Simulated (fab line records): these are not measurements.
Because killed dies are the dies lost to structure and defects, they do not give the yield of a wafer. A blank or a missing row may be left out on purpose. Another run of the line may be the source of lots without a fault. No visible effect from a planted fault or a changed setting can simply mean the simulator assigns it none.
Matching of chambers || flow n5Finfet || N5_HKMG_FIN_STRIP_93 on rieDiel-01 has 4 sister chambers
The step strips SOC in N2/H2, time 20 s. 8 wafers are shown with their chamber, then 11 later ones without.

## WAFERS, EACH WITH ITS CHAMBER
{"wafer": "L081.6", "chamber": 2, "drypumpMotorCurrentA (A)": 4.9, "showerheadPlenumPTorr (Torr)": 3.44}
{"wafer": "L082.2", "chamber": 2, "drypumpMotorCurrentA (A)": 4.9, "showerheadPlenumPTorr (Torr)": 3.44}
{"wafer": "L085.1", "chamber": 3, "drypumpMotorCurrentA (A)": 5.6, "showerheadPlenumPTorr (Torr)": 3.46}
{"wafer": "L085.4", "chamber": 1, "drypumpMotorCurrentA (A)": 6.2, "showerheadPlenumPTorr (Torr)": 3.38}
{"wafer": "L087.1", "chamber": 0, "drypumpMotorCurrentA (A)": 5.5, "showerheadPlenumPTorr (Torr)": 3.39}
{"wafer": "L087.2", "chamber": 1, "drypumpMotorCurrentA (A)": 6.1, "showerheadPlenumPTorr (Torr)": 3.37}
{"wafer": "L087.3", "chamber": 3, "drypumpMotorCurrentA (A)": 5.6, "showerheadPlenumPTorr (Torr)": 3.45}
{"wafer": "L091.1", "chamber": 0, "drypumpMotorCurrentA (A)": 5.4, "showerheadPlenumPTorr (Torr)": 3.38}

## WAFERS WHOSE CHAMBER IS MISSING
{"wafer": "L091.3", "drypumpMotorCurrentA (A)": 6.1, "showerheadPlenumPTorr (Torr)": 3.37}
{"wafer": "L091.6", "drypumpMotorCurrentA (A)": 4.9, "showerheadPlenumPTorr (Torr)": 3.43}
{"wafer": "L092.1", "drypumpMotorCurrentA (A)": 6.2, "showerheadPlenumPTorr (Torr)": 3.37}
{"wafer": "L092.4", "drypumpMotorCurrentA (A)": 5.6, "showerheadPlenumPTorr (Torr)": 3.45}
{"wafer": "L092.5", "drypumpMotorCurrentA (A)": 5.6, "showerheadPlenumPTorr (Torr)": 3.45}
{"wafer": "L093.1", "drypumpMotorCurrentA (A)": 5.4, "showerheadPlenumPTorr (Torr)": 3.38}
{"wafer": "L093.4", "drypumpMotorCurrentA (A)": 6.1, "showerheadPlenumPTorr (Torr)": 3.37}
{"wafer": "L093.6", "drypumpMotorCurrentA (A)": 5.6, "showerheadPlenumPTorr (Torr)": 3.45}
{"wafer": "L096.3", "drypumpMotorCurrentA (A)": 5.6, "showerheadPlenumPTorr (Torr)": 3.44}
{"wafer": "L096.4", "drypumpMotorCurrentA (A)": 4.9, "showerheadPlenumPTorr (Torr)": 3.42}
{"wafer": "L096.6", "drypumpMotorCurrentA (A)": 6.1, "showerheadPlenumPTorr (Torr)": 3.36}

## WHICH CHAMBER EACH ONE RAN IN
{"wafer": "L091.3", "from the rows above": 1, "in truth": 1}
{"wafer": "L091.6", "from the rows above": 2, "in truth": 2}
{"wafer": "L092.1", "from the rows above": 1, "in truth": 1}
{"wafer": "L092.4", "from the rows above": 3, "in truth": 3}
{"wafer": "L092.5", "from the rows above": 3, "in truth": 3}
{"wafer": "L093.1", "from the rows above": 0, "in truth": 0}
{"wafer": "L093.4", "from the rows above": 1, "in truth": 1}
{"wafer": "L093.6", "from the rows above": 3, "in truth": 3}
{"wafer": "L096.3", "from the rows above": 3, "in truth": 3}
{"wafer": "L096.4", "from the rows above": 2, "in truth": 2}
{"wafer": "L096.6", "from the rows above": 1, "in truth": 1}
Correctly placed: 11 of 11. Not placeable from these rows: 0. Number placed wrongly: 0.
How it was worked out, from the rows above alone: a wafer's distance from a chamber is the root of the sum, over the readings, of the square of ((its reading less the chamber's mean) divided by the reading's scatter). If the next closest chamber is less than 2 further off than the closest, the wafer can't be placed; otherwise it belongs to the closest. The mean given for a chamber averages the wafers shown for that chamber. How the scatter is found: for the shown wafers, subtract from each reading the mean of its chamber, square and add these, divide the total by (wafers less chambers), then take the root.
